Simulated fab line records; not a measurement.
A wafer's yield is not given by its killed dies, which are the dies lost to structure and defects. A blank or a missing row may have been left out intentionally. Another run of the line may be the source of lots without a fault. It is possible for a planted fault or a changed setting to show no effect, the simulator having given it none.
Code-filled problem report in 8D (eight disciplines) form + flow n5_finfet + the parts of the form that need people (team, actions taken, sign-off) are left out

== 1. PROBLEM STATEMENT ==
Wafers without a fault read 150.0 W, standard deviation 0.46; bias_w at N5_BEOL_M4_ETCH_70 reads a mean of 203.2 W on 3 wafers belonging to 2 lots. So: +99 or more standard deviations from the usual mean.
The step: etches SOC in N2/H2, target depth 80 nm, overetch 24 nm, time 130 s.
Seen first at day 9 23:25 on rie_diel-05, wafer L711.2. The record holds 24 wafers of 8 lots with a number at this step. Rule for "out", or "out of limits": more than 4 standard deviations from the usual mean. The other wafers with a number count as sound.

== 2. WHAT IT IS; WHAT IT IS NOT ==
| question                    | is                     | is not                                                                                             |
|-----------------------------|------------------------|----------------------------------------------------------------------------------------------------|
| which readings at this step | bias_w, rf_vpp_V       | chamber_pressure_mTorr, n2_flow_sccm, oes_product_au, showerhead_plenum_p_Torr, throttle_valve_pct |
| which lots                  | L711, L713             | L704, L706, L709, L715, L719, L725                                                                 |
| which wafers of those lots  | L711.2, L713.3, L713.6 | L711.3, L711.5, L713.4                                                                             |
| read on which tools         | rie_diel-05            | rie_diel-03, rie_diel-04                                                                           |
| when                        | from day 9 23:25       | up to then (11 sound wafers); but 10 sound wafers of L713, L715, L719, L725 came after             |

== 3. WHAT RULES OUT EACH SUSPECT ==
Counting: a tool at a process step up to the reading stays a suspect if it ran every lot that is out. Sound lots after the first of them don't rule it out here, since some wafers of a struck lot are sound.
- rie_diel-05 at N5_BEOL_M4_ETCHBACK_99 (etches SiO2 in CHF3, target depth 5 nm, time 10.4 s): kept. It processed each lot that is out (first: L711, day 9 23:23); up to then, its last sound lot is L706 (day 8 16:17).
- rie_diel-05 at N5_BEOL_M4_ETCH_70 (etches SOC in N2/H2, target depth 80 nm, overetch 24 nm, time 130 s): kept. It processed each lot that is out (first: L711, day 9 23:25); up to then, its last sound lot is L706 (day 8 16:19). Its own bias_w, rf_vpp_V readings are out on those wafers.
- At N5_BEOL_M4_ETCHBACK_99, inside rie_diel-05: chamber 0 took the wafers that are out, while their sound lot-mates went through chambers 1, 2, 3.
- At N5_BEOL_M4_ETCH_70, inside rie_diel-05: chamber 0 took the wafers that are out, while their sound lot-mates went through chambers 1, 2, 3.
After counting, rie_diel-05 at N5_BEOL_M4_ETCHBACK_99 and rie_diel-05 at N5_BEOL_M4_ETCH_70 remain.

== 4. THE CAUSE (what the simulator had put in) ==
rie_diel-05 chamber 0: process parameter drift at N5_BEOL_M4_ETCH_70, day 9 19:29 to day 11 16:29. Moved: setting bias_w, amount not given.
2 suspects survive the count, and this tool is in that group.

== 5. THE EFFECT CHAIN, in route order ==
Each row: a reading where the mean over the struck wafers with a number is more than 3 standard deviations away from the usual. Only readings whose record carries a usual standard deviation are examined. hours: median over the lots of the time between each lot's start at the first step of this table that gives one and its start at this step. sigmas: the change, counted in usual standard deviations.
| hours | step               | reading  | usual   | on struck wafers | change | sigmas      |
|-------|--------------------|----------|---------|------------------|--------|-------------|
| 0     | N5_BEOL_M4_ETCH_70 | bias_w   | 150.0 W | 203.2            | +53.2  | +99 or more |
| 0     | N5_BEOL_M4_ETCH_70 | rf_vpp_V | 524.1 V | 638.7            | +114.6 | +41         |
Process steps it contains:
- N5_BEOL_M4_ETCH_70: etches SOC in N2/H2, target depth 80 nm, overetch 24 nm, time 130 s.
Later measuring or inspecting steps at which every struck wafer that the step has a row for has a number for every such reading, and none has moved that far: N5_BEOL_M4_RC_MEAS_101.

== 6. HOW IT WOULD HAVE BEEN CAUGHT EARLIER ==
4 hours passed between the start of the fault at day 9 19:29 and the first reading out of limits in this record, taken at day 9 23:25.
